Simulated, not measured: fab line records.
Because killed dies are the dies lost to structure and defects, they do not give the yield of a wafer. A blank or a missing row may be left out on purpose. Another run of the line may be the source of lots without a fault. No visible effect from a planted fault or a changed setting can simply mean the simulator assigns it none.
Matching of chambers ; flow n5-finfet ; 4 sister chambers for N5_BEOL_M5_ETCH_72 on rie-diel-05
The step etches underlayer in N2/H2, target depth 6.5 nm, time 5.2 s. 8 wafers are shown with their chamber, then 9 later ones without.

## EACH WAFER AND ITS CHAMBER
wafer;chamber;drypump-motor-current-A (A);throttle-valve-pct (%)
L078.5;1;5.3;17.65
L082.1;0;5.8;17.78
L082.4;3;6.4;18.14
L088.4;1;5.4;17.68
L088.5;0;5.8;17.78
L092.1;3;6.4;18.18
L092.2;2;6.2;17.78
L092.5;2;6.2;17.78

## WAFERS WHOSE CHAMBER IS MISSING
wafer;drypump-motor-current-A (A);throttle-valve-pct (%)
L093.1;6.4;18.19
L093.3;5.4;17.68
L093.5;6.2;17.77
L096.1;6.4;18.21
L096.2;5.8;17.42
L096.3;5.4;17.73
L094.1;5.7;17.44
L094.4;5.4;17.74
L094.5;6.4;18.22

## THE CHAMBER EACH PASSED THROUGH
wafer;from the rows above;in truth
L093.1;3;3
L093.3;1;1
L093.5;2;2
L096.1;3;3
L096.2;can't be placed: 1 or 0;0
L096.3;1;1
L094.1;1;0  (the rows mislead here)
L094.4;1;1
L094.5;3;3
Correct placement for 7 of the 9. From these rows, 1 cannot be placed; in 1 the true chamber is one of the candidates. 1 placed wrongly.
How it was worked out, from the rows above alone: a wafer's distance from a chamber is the root of the sum, over the readings, of the square of ((its reading less the chamber's mean) divided by the reading's scatter). The wafer belongs to the nearest chamber; if the next one is less than 2 further off, it can't be placed. A chamber's mean is the mean of its shown wafers. The scatter: the root of (the sum of the squares of (reading less its chamber's mean) over the shown wafers, divided by (wafers less chambers)).
